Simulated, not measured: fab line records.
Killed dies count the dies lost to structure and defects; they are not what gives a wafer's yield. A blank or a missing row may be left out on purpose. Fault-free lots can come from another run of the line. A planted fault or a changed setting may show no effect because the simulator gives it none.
fab line records + flow n5-finfet
record:
- lots: 6
- wafers: 18
- last-day: 17
route steps=1938 shown BEOL_M7@1310
lots that met no fault: from a run of the same line without faults
start-h: start of the lot's first displayed wafer, in hours after the record's first day + wait-h: time in hours since the lot's previous step + " unchanged from the row above + L1.1+2: a single row standing in for several wafers + - value missing, or start not given + * or withheld: withheld + < > ~ a bound
route shown NAME@n: names a module that has steps shown in the file, with the first one's number in the route + usual: the fault-free wafers' mean and standard deviation + same: alike in all rows + chamber/n: place in a boat + sites: the reading at each site + _std_site: how widely they spread, as a standard deviation + _edge_site: outer sites' mean less inner sites' + radius-mm: how far each site lies from the wafer's centre + mask NAME#n: copy n + behind: the most recent tool/chamber to have shaped the wafer + hold: why the lot went on hold/how many hours it stayed there/how the hold came to an end + device: whichever transistor did not switch (one of n, p or np) + end of line: at the end of the route, the tests of the same wafers + where a step has no rows: the recipe by itself + killed: count of dies lost to structure and defects at first sort (not the wafer's yield) + map: the dies of a wafer, with x for killed, . for not killed, _ for no die there
set.NAME: the setting the step ran with; set.NAME@STEP: the setting that earlier step ran with + model.NAME: the simulator's own value behind a step, which no gauge read
lots seen at some steps along the route; tables by step, rows by wafer
services: when a tool's chamber went out of use (start-h, in hours from the record's first day, below 0 if earlier), for how many hours, and the reason
== steps ==
step: N5_BEOL_M7_STRIP_80
recipe:
- chemistry: N2/H2
- time-s: 10
- power-w: 450
- temp-c: 40
- pressure-mtorr: 20
- rf-frequency-hz: 6e+07
- bias-power-w: 7
- n2-flow-sccm: 200
- h2-flow-sccm: 200
usual:
- drypump-motor-current-A: 5.7/0.46
- oes-product-au: 0.80/0.071
- rf-vpp-V: 59.1/0.81
- showerhead-plenum-p-Torr: 2.55/0.1
- throttle-valve-pct: 23.7/0.31
| lot.wafer | tool        | chamber | start-h | wait-h | drypump-motor-current-A | oes-product-au | rf-hours-counter-h | rf-vpp-V | showerhead-plenum-p-Torr | throttle-valve-pct |
|-----------|-------------|---------|---------|--------|-------------------------|----------------|--------------------|----------|--------------------------|--------------------|
| L681.1    | rie-diel-04 | 3       | -       | -      | 6.0                     | 0.73           | 168                | 59.3     | 2.42                     | 23.6               |
| L681.3    | "           | 0       | "       | "      | 6.3                     | 0.73           | 185                | 59.7     | 2.53                     | 23.4               |
| L681.6    | "           | 0       | "       | "      | 6.2                     | 0.74           | -                  | 58.3     | 2.53                     | 23.4               |
| L686.4    | rie-diel-04 | 2       | -       | -      | 4.8                     | 0.72           | 200                | 58.8     | 2.63                     | 23.4               |
| L686.5    | "           | 2       | "       | "      | 4.8                     | 0.71           | -                  | 60.3     | 2.63                     | 23.4               |
| L686.6    | "           | 1       | "       | "      | 5.4                     | 0.84           | -                  | 58.9     | 2.46                     | 24.2               |
| L697.1    | rie-diel-05 | 1       | -       | -      | 5.3                     | 0.83           | 96                 | 59.3     | 2.67                     | 23.5               |
| L697.2    | "           | 0       | "       | "      | 6.4                     | 0.81           | 90                 | 58.2     | 2.46                     | 24.1               |
| L697.3    | "           | 2       | "       | "      | 5.4                     | 0.81           | 111                | 60.6     | 2.66                     | 23.9               |
| L700.4    | rie-diel-03 | 0       | -       | -      | 5.4                     | 0.72           | -                  | 59.3     | 2.52                     | 23.6               |
| L700.5    | "           | 3       | "       | "      | 6.1                     | 0.87           | -                  | 59.8     | 2.69                     | 24.0               |
| L700.6    | "           | 1       | "       | "      | 6.0                     | 0.70           | -                  | 58.7     | 2.39                     | 23.6               |
| L698.2    | rie-diel-05 | 2       | -       | -      | 5.4                     | 0.80           | 116                | 60.7     | 2.66                     | 23.9               |
| L698.3    | "           | 3       | "       | "      | 5.3                     | 0.93           | 16                 | 59.3     | 2.49                     | 23.2               |
| L698.5    | "           | 3       | "       | "      | 5.4                     | 0.93           | -                  | 58.3     | 2.49                     | 23.2               |
| L702.2    | rie-diel-05 | 2       | -       | -      | 5.4                     | 0.79           | 123                | 60.0     | 2.66                     | 23.9               |
| L702.4    | "           | 0       | "       | "      | 6.3                     | 0.80           | 103                | 59.4     | 2.46                     | 24.2               |
| L702.5    | "           | 3       | "       | "      | 5.3                     | 0.91           | -                  | 57.8     | 2.48                     | 23.2               |
step: N5_BEOL_M7_OCD_MEAS_38
usual:
- trench-depth-nm: 93.8/1.4
| lot.wafer | tool   | chamber | start-h | wait-h | trench-depth-nm |
|-----------|--------|---------|---------|--------|-----------------|
| L681.1    | ocd-01 | -       | 212.87  | -      | 94.4            |
| L681.3    | "      | -       | "       | "      | 91.4            |
| L681.6    | "      | -       | "       | "      | 92.1            |
| L686.4    | ocd-02 | -       | 242.42  | -      | 92.7            |
| L686.5    | "      | -       | "       | "      | 93.3            |
| L686.6    | "      | -       | "       | "      | 95.9            |
| L697.1    | ocd-02 | -       | 304.26  | -      | 95.3            |
| L697.2    | "      | -       | "       | "      | 95.4            |
| L697.3    | "      | -       | "       | "      | 93.3            |
| L700.4    | ocd-02 | -       | 311.83  | -      | 92.9            |
| L700.5    | "      | -       | "       | "      | 95.6            |
| L700.6    | "      | -       | "       | "      | 94.0            |
| L698.2    | ocd-01 | -       | 315.85  | -      | 93.2            |
| L698.3    | "      | -       | "       | "      | 92.8            |
| L698.5    | "      | -       | "       | "      | 93.6            |
| L702.2    | ocd-02 | -       | 332.17  | -      | 93.2            |
| L702.4    | "      | -       | "       | "      | 94.5            |
| L702.5    | "      | -       | "       | "      | 93.0            |
step: N5_BEOL_M7_HM_STRIP_39
recipe:
- chemistry: peroxide-tin-strip
- material: TiN
- target-depth-a: 250
- temp-c: 50
- time-s: 158
step: N5_BEOL_M7_SRD_40
recipe:
- time-s: 30
- temp-c: 23
- rinse-liquid: diw
- dry: ipa-marangoni
step: N5_BEOL_M7_PRECLEAN_42
recipe:
- chemistry: residue-remover
- time-s: 60
- temp-c: 40
step: N5_BEOL_M7_SRD_43
recipe:
- time-s: 30
- temp-c: 23
- rinse-liquid: diw
- dry: ipa-marangoni
step: N5_BEOL_M7_CD_MEAS_35
recipe:
- target-cd-nm: 40
- polarity: opening
usual:
- cd-nm: 40.0/0.51
| lot.wafer | tool      | chamber | start-h | wait-h | cd-nm |
|-----------|-----------|---------|---------|--------|-------|
| L681.1    | cd-sem-02 | -       | 213.02  | 0.0    | 39.5  |
| L681.3    | "         | -       | "       | "      | 39.4  |
| L681.6    | "         | -       | "       | "      | 39.0  |
| L686.4    | cd-sem-03 | -       | 242.57  | 0.0    | 40.0  |
| L686.5    | "         | -       | "       | "      | 40.4  |
| L686.6    | "         | -       | "       | "      | 39.9  |
| L697.1    | cd-sem-03 | -       | 304.42  | 0.0    | 40.1  |
| L697.2    | "         | -       | "       | "      | 39.8  |
| L697.3    | "         | -       | "       | "      | 39.5  |
| L700.4    | cd-sem-02 | -       | 311.99  | 0.0    | 39.7  |
| L700.5    | "         | -       | "       | "      | 39.8  |
| L700.6    | "         | -       | "       | "      | 40.2  |
| L698.2    | cd-sem-02 | -       | 316.00  | 0.0    | 39.9  |
| L698.3    | "         | -       | "       | "      | 39.8  |
| L698.5    | "         | -       | "       | "      | 39.0  |
| L702.2    | cd-sem-01 | -       | 332.33  | 0.0    | 40.2  |
| L702.4    | "         | -       | "       | "      | 40.0  |
| L702.5    | "         | -       | "       | "      | 40.8  |
step: N5_BEOL_M7_CURE_75
recipe:
- temp-c: 370
- time-s: 120
- ambient: DMADMS/He
- material: SiCOH_lowk
usual:
- lamp-power-pct: 52.31/0.053
- wafer_temp_C_max: 371.6/0.47
| lot.wafer | tool       | chamber | start-h | wait-h | lamp-power-pct | wafer_temp_C_max |
|-----------|------------|---------|---------|--------|----------------|------------------|
| L681.1    | uv-cure-03 | 2       | 213.06  | 0.0    | 52.37          | 371.7            |
| L681.3    | "          | 2       | "       | "      | 52.27          | 371.7            |
| L681.6    | "          | 2       | "       | "      | 52.39          | 371.5            |
| L686.4    | uv-cure-03 | 2       | 242.76  | 0.2    | 52.29          | 371.6            |
| L686.5    | "          | 2       | "       | "      | 52.26          | 371.5            |
| L686.6    | "          | 2       | "       | "      | 52.35          | 371.7            |
| L697.1    | uv-cure-02 | 2       | 304.46  | 0.0    | 52.28          | 371.7            |
| L697.2    | "          | 2       | "       | "      | 52.39          | 371.8            |
| L697.3    | "          | 2       | "       | "      | 52.19          | 371.2            |
| L700.4    | uv-cure-01 | 2       | 312.17  | 0.2    | 52.31          | 371.2            |
| L700.5    | "          | 2       | "       | "      | 52.30          | 371.1            |
| L700.6    | "          | 2       | "       | "      | 52.31          | 371.6            |
| L698.2    | uv-cure-02 | 2       | 316.09  | 0.1    | 52.31          | 371.3            |
| L698.3    | "          | 2       | "       | "      | 52.30          | 371.2            |
| L698.5    | "          | 2       | "       | "      | 52.43          | 371.1            |
| L702.2    | uv-cure-01 | 0       | 332.42  | 0.1    | 52.28          | 372.2            |
| L702.4    | "          | 0       | "       | "      | 52.40          | 371.8            |
| L702.5    | "          | 0       | "       | "      | 52.27          | 372.1            |
step: N5_BEOL_M7_DEGAS_44
recipe:
- ambient: vacuum
- temp-c: 250
- time-s: 60
step: N5_BEOL_M7_PRE_CLEAN_45
recipe:
- gas: H2/He
- time-s: 30
- temp-c: 250
usual:
- heater-power-w: 299/36
| lot.wafer | tool           | chamber | start-h | wait-h | heater-power-w |
|-----------|----------------|---------|---------|--------|----------------|
| L681.1    | pvd-sputter-01 | -       | 214.78  | 0.0    | 317            |
| L681.3    | "              | -       | "       | "      | 251            |
| L681.6    | "              | -       | "       | "      | 256            |
| L686.4    | pvd-sputter-02 | -       | 243.29  | 0.0    | 320            |
| L686.5    | "              | -       | "       | "      | 302            |
| L686.6    | "              | -       | "       | "      | 330            |
| L697.1    | pvd-sputter-01 | -       | 304.83  | 0.0    | 263            |
| L697.2    | "              | -       | "       | "      | 247            |
| L697.3    | "              | -       | "       | "      | 371            |
| L700.4    | pvd-sputter-03 | -       | 312.42  | 0.0    | 281            |
| L700.5    | "              | -       | "       | "      | 293            |
| L700.6    | "              | -       | "       | "      | 259            |
| L698.2    | pvd-sputter-01 | -       | 316.79  | 0.0    | 362            |
| L698.3    | "              | -       | "       | "      | 316            |
| L698.5    | "              | -       | "       | "      | 314            |
| L702.2    | pvd-sputter-03 | -       | 332.85  | 0.0    | 262            |
| L702.4    | "              | -       | "       | "      | 301            |
| L702.5    | "              | -       | "       | "      | 262            |
step: N5_BEOL_M7_ALD_77
recipe:
- material: TaN
- target-thk-a: 20
- temp-c: 275
- ald-precursor-family: PDMAT
- ald-co-reactant: NH3
- pressure-torr: 3
- carrier-flow-sccm: 1500
- pulse-time-s: 2
- purge-time-s: 3
- co-reactant-purge-time-s: 2
- co-reactant-pulse-time-s: 3
- ald-cycles: 40
- precursor-vessel-temp-c: 75
- precursor-vessel-pressure-torr: 26.25
- precursor-vessel-carrier-sccm: 1000
usual:
- heater-power-w: 435/38
- precursor-vessel-carrier-sccm: 1000.0/2.8
same:
- ald-cycles: 40
- pulse-time-s: 2
| lot.wafer | tool         | chamber | start-h | wait-h | heater-power-w | precursor-vessel-carrier-sccm |
|-----------|--------------|---------|---------|--------|----------------|-------------------------------|
| L681.1    | ald-metal-04 | 2       | 214.93  | 0.1    | 452            | 993.9                         |
| L681.3    | "            | 0       | "       | "      | 468            | 999.4                         |
| L681.6    | "            | 2       | "       | "      | 436            | 1000.7                        |
| L686.4    | ald-metal-03 | 3       | 243.37  | 0.1    | 402            | 1003.0                        |
| L686.5    | "            | 2       | "       | "      | 465            | 999.6                         |
| L686.6    | "            | 1       | "       | "      | 390            | 999.6                         |
| L697.1    | ald-metal-03 | 2       | 304.89  | 0.0    | 461            | 1000.6                        |
| L697.2    | "            | 0       | "       | "      | 440            | 1004.6                        |
| L697.3    | "            | 3       | "       | "      | 385            | 999.3                         |
| L700.4    | ald-metal-04 | 3       | 312.50  | 0.1    | 419            | 999.0                         |
| L700.5    | "            | 1       | "       | "      | 467            | 1005.3                        |
| L700.6    | "            | 0       | "       | "      | 465            | 996.8                         |
| L698.2    | ald-metal-04 | 3       | 316.97  | 0.2    | 416            | 1002.2                        |
| L698.3    | "            | 0       | "       | "      | 473            | 998.6                         |
| L698.5    | "            | 3       | "       | "      | 433            | 997.3                         |
| L702.2    | ald-metal-03 | 0       | 332.91  | 0.0    | 432            | 1000.1                        |
| L702.4    | "            | 1       | "       | "      | 393            | 1002.5                        |
| L702.5    | "            | 3       | "       | "      | 398            | 1001.0                        |
step: N5_BEOL_M7_SURFACE_TREAT_79
recipe:
- gas: Ar
- time-s: *
- ion-energy-ev: *
- ion-current-ma-cm2: 0.5
- pressure-mtorr: *
- ar-flow-sccm: 30
step: N5_BEOL_M7_CVD_78
recipe:
- material: Co
- target-thk-a: 20
- temp-c: withheld
- precursor: CCTBA/H2
- pressure-torr: 30
- time-s: 142.3
usual:
- run-length-s: 165.0/0.48
| lot.wafer | tool      | chamber | start-h | wait-h | run-length-s |
|-----------|-----------|---------|---------|--------|--------------|
| L681.1    | cvd-co-01 | 1       | 215.31  | 0.0    | 165.2        |
| L681.3    | "         | 0       | "       | "      | 164.2        |
| L681.6    | "         | 1       | "       | "      | 164.8        |
| L686.4    | cvd-co-02 | 2       | 244.63  | 0.3    | 164.6        |
| L686.5    | "         | 0       | "       | "      | 165.6        |
| L686.6    | "         | 1       | "       | "      | 165.5        |
| L697.1    | cvd-co-01 | 1       | 305.24  | 0.0    | 211.7        |
| L697.2    | "         | 2       | "       | "      | 212.0        |
| L697.3    | "         | 0       | "       | "      | 164.4        |
| L700.4    | cvd-co-02 | 1       | 312.92  | 0.1    | 165.3        |
| L700.5    | "         | 0       | "       | "      | 164.5        |
| L700.6    | "         | 2       | "       | "      | 165.0        |
| L698.2    | cvd-co-01 | 0       | 317.57  | 0.1    | 211.6        |
| L698.3    | "         | 2       | "       | "      | 165.2        |
| L698.5    | "         | 0       | "       | "      | 164.9        |
| L702.2    | cvd-co-02 | 0       | 333.31  | 0.0    | 164.9        |
| L702.4    | "         | 0       | "       | "      | 164.7        |
| L702.5    | "         | 2       | "       | "      | 164.9        |
step: N5_BEOL_M7_SPUTTER_48
recipe:
- material: Cu
- target-thk-a: 100
- temp-c: -20
- bias-v: 60
- power-w: 26000
- chamber-pressure-pa: 0.13
- time-s: 1.667
usual:
- chamber-pressure-pa: 0.13001/0.00025
- throttle-valve-pct: 30.1/1
| lot.wafer | tool           | chamber | start-h | wait-h | chamber-pressure-pa | throttle-valve-pct |
|-----------|----------------|---------|---------|--------|---------------------|--------------------|
| L681.1    | pvd-sputter-03 | -       | 215.45  | 0.1    | 0.12987             | 29.1               |
| L681.3    | "              | -       | "       | "      | 0.13048             | 32.9               |
| L681.6    | "              | -       | "       | "      | 0.13013             | 29.2               |
| L686.4    | pvd-sputter-01 | -       | 244.83  | 0.1    | 0.13003             | 29.9               |
| L686.5    | "              | -       | "       | "      | 0.13014             | 30.2               |
| L686.6    | "              | -       | "       | "      | 0.13027             | 30.1               |
| L697.1    | pvd-sputter-03 | -       | 305.70  | 0.4    | 0.13004             | 31.6               |
| L697.2    | "              | -       | "       | "      | 0.13014             | 32.8               |
| L697.3    | "              | -       | "       | "      | 0.12977             | 30.2               |
| L700.4    | pvd-sputter-01 | -       | 312.99  | 0.0    | 0.13007             | 30.0               |
| L700.5    | "              | -       | "       | "      | 0.13015             | 30.0               |
| L700.6    | "              | -       | "       | "      | 0.13026             | 30.4               |
| L698.2    | pvd-sputter-01 | -       | 317.85  | 0.2    | 0.13029             | 29.5               |
| L698.3    | "              | -       | "       | "      | 0.12967             | 30.4               |
| L698.5    | "              | -       | "       | "      | 0.12997             | 29.3               |
| L702.2    | pvd-sputter-03 | -       | 333.44  | 0.1    | 0.12999             | 30.2               |
| L702.4    | "              | -       | "       | "      | 0.13062             | 28.9               |
| L702.5    | "              | -       | "       | "      | 0.12967             | 32.8               |
== services ==
| tool         | chamber | start-h | hours | kind                          |
|--------------|---------|---------|-------|-------------------------------|
| rie-diel-04  | 3       | 193.36  | 5.3   | repair                        |
| uv-cure-03   | -       | 194.90  | 7.5   | pm                            |
| uv-cure-02   | -       | 200.93  | 1.8   | repair                        |
| ald-metal-03 | -       | 206.57  | 4.3   | pm                            |
| rie-diel-04  | 3       | 210.71  | 1.6   | repair                        |
| rie-diel-05  | 3       | 242.10  | -     | clean                         |
| rie-diel-05  | 3       | 242.10  | -     | consumable-replace:focus-ring |
| rie-diel-05  | 3       | 242.10  | 27.1  | scheduled-down                |
| rie-diel-05  | 3       | 242.10  | 27.1  | vent-cycle                    |
| rie-diel-05  | 1       | 245.40  | 1.7   | repair                        |
| ald-metal-04 | -       | 264.02  | 2.8   | pm                            |
| cvd-co-01    | -       | 264.18  | 1.5   | repair                        |
| rie-diel-04  | 2       | 270.32  | 2.7   | repair                        |
| uv-cure-01   | -       | 272.45  | 1.2   | repair                        |
| ald-metal-03 | -       | 290.88  | 8.7   | pm                            |
| rie-diel-04  | 2       | 293.38  | 3.7   | repair                        |
| uv-cure-01   | -       | 301.21  | 7.1   | pm                            |
| uv-cure-01   | -       | 315.45  | 0.8   | repair                        |
| uv-cure-02   | -       | 320.65  | 1.0   | pm                            |
| cvd-co-01    | 1       | 333.40  | -     | clean                         |
| cvd-co-01    | 1       | 333.40  | 22.0  | scheduled-down                |
| cvd-co-01    | 1       | 333.40  | 22.0  | vent-cycle                    |
== key ==
first-sign:
- step: N5_BEOL_M7_CVD_78
- reading: run-length-s
- direction: up
- sigmas: 97
- usual: *
- struck: *
effect none on later readings
met-at N5_BEOL_M7_CVD_78
struck-wafers L697.1,L697.2,L698.2
onset-between 215.31 305.24
fault:
- kind: process-parameter-drift
- tool: cvd-co-01
- chamber: -
- onset-h: 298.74
- steps: N5_BEOL_M7_CVD_78
- channel: time-s
- offset: *
- shape: step
- end-h: 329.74
- scope: struck-wafers-only
- acts-in: *
- stated: *
